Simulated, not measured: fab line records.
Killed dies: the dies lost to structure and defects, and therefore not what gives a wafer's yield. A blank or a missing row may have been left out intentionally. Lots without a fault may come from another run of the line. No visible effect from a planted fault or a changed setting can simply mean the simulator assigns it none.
Split-lot study | flow n5-finfet | 21 wafers read across 7 lots, on a route 1938 steps long

== THE SPLIT ==
At N5_PASSIVATION_EXPOSE_07 (exposes mask TV, defocus 0 nm, target cd 3000 nm), the setting dose-mj was moved away from the recipe's 22.75 on 5 of the 21 wafers read, by -4.4% to +7.2%. The other wafers ran this setting at the recipe's value.

== FROM THE SPLIT TO THE READING: what the file shows between them, 2 steps ==
- N5_PASSIVATION_DEVELOP_09: develop time 60 s (also split here: develop-time-s)
- N5_PASSIVATION_HARDBAKE_11: time 120 s

== THE READING ==
cd-nm (nm) at N5_PASSIVATION_CD_MEAS_10, where the cd target is 3000 nm. On this fab line, fault-free wafers typically give 2999.4 nm with a standard deviation of 1.5 nm.

wafer  | tool, chamber at the split | dose-mj as run | against the recipe | cd-nm, nm | against lot-mates on the recipe
L075.1 | krf-scanner-02, 0          | 22.75          | recipe             | 3002.6    | -
L075.4 | krf-scanner-02, 0          | 22.75          | recipe             | 3005.1    | -
L075.6 | krf-scanner-02, 0          | 22.75          | recipe             | 3000.9    | -
L079.1 | krf-scanner-01, 0          | 22.75          | recipe             | 3001.5    | -
L079.2 | krf-scanner-01, 0          | 23.9           | +5.1%              | 3010.5    | +9.0
L079.5 | krf-scanner-01, 0          | 23.9           | +5.1%              | 3009.3    | +7.8
L084.3 | krf-scanner-01, 0          | 21.81          | -4.1%              | 2994.0    | -7.8
L084.4 | krf-scanner-01, 0          | 22.75          | recipe             | 3004.4    | -
L084.6 | krf-scanner-01, 0          | 22.75          | recipe             | 2999.1    | -
L086.2 | krf-scanner-02, 0          | 22.75          | recipe             | 2995.1    | -
L086.3 | krf-scanner-02, 0          | 22.75          | recipe             | 2995.4    | -
L086.5 | krf-scanner-02, 0          | 21.76          | -4.4%              | 2985.1    | -10.2
L090.2 | krf-scanner-01, 0          | 22.75          | recipe             | 2998.3    | -
L090.4 | krf-scanner-01, 0          | 22.75          | recipe             | 2998.0    | -
L090.6 | krf-scanner-01, 0          | 22.75          | recipe             | 2998.4    | -
L085.2 | krf-scanner-02, 0          | 22.75          | recipe             | 2994.2    | -
L085.5 | krf-scanner-02, 0          | 22.75          | recipe             | 2997.3    | -
L085.6 | krf-scanner-02, 0          | 22.75          | recipe             | 2998.5    | -
L088.2 | krf-scanner-01, 0          | 22.75          | recipe             | 3000.0    | -
L088.3 | krf-scanner-01, 0          | 22.75          | recipe             | 3003.8    | -
L088.4 | krf-scanner-01, 0          | 24.39          | +7.2%              | 3014.9    | +13.0

FIT RESULTS
A straight line over all 21 wafers: cd-nm changes by +2.18 nm for each +1% of dose-mj; r = +0.87; the points scatter about the line by 3.3 nm.
The same after taking each lot's own level away (the mean of its wafers on the recipe; 21 wafers): +1.85 nm for each +1%; r = +0.95; scatter 1.6 nm.
Per that fit: largest dose-mj move, reading shift of 13 nm.
The lots' own levels span 2995.25 to 3002.87 nm, that is 5.1 times the standard deviation above.
Thus the slope moves with the lot-to-lot level: the two fits are different.
Check: for one of the wafers moved furthest among these (+7.2%), held out of the fit, the line's prediction against its lot-mates is +13.2 nm. It came out at +13 nm against them.

== OTHER SPLITS APPLIED TO THESE WAFERS ==
Note: prior to the reading, these wafers also went through further splits. Each is held against what the fit with the lots' levels taken away leaves over:
other split on the same wafers           | wafers away from the commonest value | r with cd-nm (lot level and that fit taken away)
N5_BEOL_M10_COAT_22 spin-rpm             | 8                                    | +0.23
N5_BEOL_M11_EXPOSE_25 dose-mj            | 8                                    | +0.10
N5_BEOL_M11_ETCH_66 time-s               | 7                                    | +0.08
N5_BEOL_M13_COAT_65 spin-rpm             | 3                                    | -0.29
N5_BEOL_M14_PEB_08 peb-temp-c            | 9                                    | -0.18
N5_BEOL_M14_ETCH_59 time-s               | 6                                    | +0.03
N5_MIM_BOT_SPUTTER_00 time-s             | 7                                    | -0.27
N5_MIM_TOP_LITHO_EXPOSE_05 dose-mj       | 8                                    | +0.28
N5_PASSIVATION_DEVELOP_09 develop-time-s | 9                                    | +0.54

== THE FILE'S OWN FIT ==
cd-nm changes by +1.87 nm for each +1% of dose-mj, r = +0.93.
